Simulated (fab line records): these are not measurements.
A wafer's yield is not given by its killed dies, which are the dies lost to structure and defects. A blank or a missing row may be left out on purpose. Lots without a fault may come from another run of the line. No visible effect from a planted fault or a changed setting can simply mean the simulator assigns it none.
What tool caused it?    flow n5 finfet    31 wafers from 12 lots sampled at 2 of the route's 1938 steps

== WHAT THE GAUGES SHOWED, per wafer ==
N5_BEOL_M10_OVL_MEAS_12. Usual: M10_OVL gives -0.4 nm (standard deviation 0.89).
lot   measured      on          M10_OVL (nm)    flag
L649  day 10 09:46  overlay-01  -0.5 -1.4 -1.0  
L652  day 10 18:52  overlay-01  -0.4 0.3 0.8    
L651  day 10 19:53  overlay-02  0.7 -0.4 -0.5   
L650  day 10 20:12  overlay-02  0.5 -1.2 -0.7   
L653  day 11 10:04  overlay-01  -0.4 -0.2       
L655  day 11 17:50  overlay-02  1.9 0.8 -0.4    
L656  day 11 18:32  overlay-01  -0.8 0.3 -1.5   
L657  day 12 07:04  overlay-02  1.1 -0.1 1.3    
L659  day 12 16:07  overlay-02  1.2 0.2         
L665  day 13 21:47  overlay-01  -0.1 -0.8       
L668  day 15 02:55  overlay-02  -0.4 -1.6       
L669  day 15 13:57  overlay-01  -1.0 -1.4       

N5_BEOL_M10_INSPECT_13: inspects for defects (brightfield). Usual: raw defect count 406, standard deviation 82.
lot   measured      on                 raw defect count  flag
L649  day 10 09:47  defect inspect-01  461 604 496       
L652  day 10 18:53  defect inspect-02  466 498 588       
L651  day 10 19:56  defect inspect-02  486 515 554       
L650  day 10 20:13  defect inspect-02  378 397 331       
L653  day 11 10:05  defect inspect-02  307 584           
L655  day 11 17:52  defect inspect-02  477 369 425       
L656  day 11 18:34  defect inspect-01  337 433 368       
L657  day 12 07:05  defect inspect-02  398 302 252       
L659  day 12 16:09  defect inspect-02  244 403           
L665  day 13 21:49  defect inspect-01  386 359           
L668  day 15 02:56  defect inspect-01  338 364           
L669  day 15 13:58  defect inspect-02  414 429           

== WHICH TOOL RAN EACH LOT (tool, then ch and the chambers of the sampled wafers, then the start) ==
The record holds no process step before these readings.

== WHAT THE TOOLS THEMSELVES READ (means of the sampled wafers that have a number; where no wafer has one, the mark that the record gives instead) ==
The record holds no such reading with a usual standard deviation.

== THE ANSWER, worked out from the rows above alone ==
Rule: a lot is off if the mean of its wafers that have a number lies more than 3 standard deviations from the usual mean. Also off: a lot with no number at a reading for which 4 or more lots have one. The other lots that the step has rows for count as sound. After the gauges, taken in route order, come the tools' own readings; for these a lot's mean is taken, as printed above. At the first step where some lot is off, the reading lying furthest off is the one used; lots without a number count as furthest.
Across all readings shown, no lot is off: no conclusion can be drawn from this.

== WHAT HAD BEEN PUT IN BY THE SIMULATOR ==
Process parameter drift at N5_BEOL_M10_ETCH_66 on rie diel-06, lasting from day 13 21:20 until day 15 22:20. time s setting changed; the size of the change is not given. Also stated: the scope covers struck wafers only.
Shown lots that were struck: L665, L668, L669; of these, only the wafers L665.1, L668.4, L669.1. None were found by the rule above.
